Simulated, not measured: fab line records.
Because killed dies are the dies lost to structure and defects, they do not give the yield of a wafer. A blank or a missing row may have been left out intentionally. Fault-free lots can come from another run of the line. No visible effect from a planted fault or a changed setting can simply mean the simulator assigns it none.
Which of the tools did it? -- flow n5_finfet -- Sampling: 10 lots, 30 wafers, 4 of 1938 route steps

== WHAT THE GAUGES READ, wafer by wafer ==
N5_MOL_CONTACT_COAG_INSPECT_57: inspects for defects (brightfield).
lot,measured,on,raw_defect_count
L336,day 4 23:43,defect_inspect-01,249 182 230
L338,day 5 15:29,defect_inspect-02,281 214 231
L340,day 6 00:53,defect_inspect-01,231 155 331
L342,day 6 16:34,defect_inspect-02,170 252 237
L347,day 7 23:59,defect_inspect-01,130 192 174
L350,day 8 20:32,defect_inspect-01,233 155 191
L351,day 9 00:25,defect_inspect-01,279 365 272
L356,day 10 04:08,defect_inspect-02,183 150 184
L358,day 10 14:02,defect_inspect-01,215 190 207
L359,day 10 22:44,defect_inspect-02,115 186 167

== TOOL THAT RAN EACH LOT (tool first, then ch and the chambers of the sampled wafers, then the start) ==
lot,N5_MOL_CONTACT_COAG_CO_FILL_22,N5_MOL_CONTACT_COAG_CMP_28,N5_MOL_CONTACT_COAG_ALD_123
L336,"cvd_co-02 ch 1,2, day 4 16:07","cmp-03 ch 1,2,3, day 4 22:23","ald_sin-01 ch 0,1, day 4 22:39"
L338,"cvd_co-02 ch 0,2, day 5 06:38","cmp-02 ch 0,3, day 5 12:13","ald_sin-03 ch 0,1,2, day 5 14:32"
L340,"cvd_co-01 ch 1,2, day 5 18:52","cmp-03 ch 1,2,3, day 5 23:21","ald_sin-03 ch 0,1,3, day 5 23:55"
L342,"cvd_co-01 ch 0,1, day 6 07:22","cmp-02 ch 0,1,2, day 6 15:18","ald_sin-03 ch 0,1,2, day 6 15:38"
L347,"cvd_co-01 ch 0,1,2, day 7 16:59","cmp-03 ch 0,2,3, day 7 22:35","ald_sin-03 ch 1,2, day 7 22:55"
L350,"cvd_co-01 ch 0,1,2, day 8 08:58","cmp-02 ch 0,1,2, day 8 14:44","ald_sin-03 ch 0,1,3, day 8 19:29"
L351,"cvd_co-02 ch 0,1, day 8 11:13","cmp-02 ch 0,1, day 8 19:31","ald_sin-03 ch 2,3, day 8 23:29"
L356,"cvd_co-01 ch 0,1,2, day 9 20:39","cmp-03 ch 0,2,3, day 10 02:44","ald_sin-04 ch 0,2,3, day 10 03:04"
L358,"cvd_co-02 ch 0,1, day 10 08:16","cmp-03 ch 0,3, day 10 12:38","ald_sin-01 ch 0,1, day 10 12:58"
L359,"cvd_co-02 ch 0,2, day 10 16:29","cmp-03 ch 2,3, day 10 21:21","ald_sin-04 ch 0,2, day 10 21:41"
- N5_MOL_CONTACT_COAG_CO_FILL_22: material Co, precursor CCTBA/H2, target thk 20 nm.
- N5_MOL_CONTACT_COAG_CMP_28: polishes, stops on SiNx, t overpolish 0.85 s, target thk 14.522 nm.
- N5_MOL_CONTACT_COAG_ALD_123: deposits SiNx, target thk 5 nm, pulse time 1 s, purge time 2 s.

== THE ANSWER, worked out from the rows above alone ==
Rule: what is usual is taken from the lots themselves. The widest of any qualifying gaps counts: lots, ordered by their means at a reading, are off when they make up no more than a third of the lots, leave a main group of 4 or more, and stand apart from it by 3 or more times the standard deviation of that group's means. A main group whose means are all the same, to the digits that the tables above print for the reading, isn't used. Also off: a lot with no number at a reading for which 4 or more lots have one. All remaining lots with rows at the step are treated as sound.
Across all readings shown, no lot is off: no conclusion can be drawn from this.

== WHAT HAD BEEN PUT IN BY THE SIMULATOR ==
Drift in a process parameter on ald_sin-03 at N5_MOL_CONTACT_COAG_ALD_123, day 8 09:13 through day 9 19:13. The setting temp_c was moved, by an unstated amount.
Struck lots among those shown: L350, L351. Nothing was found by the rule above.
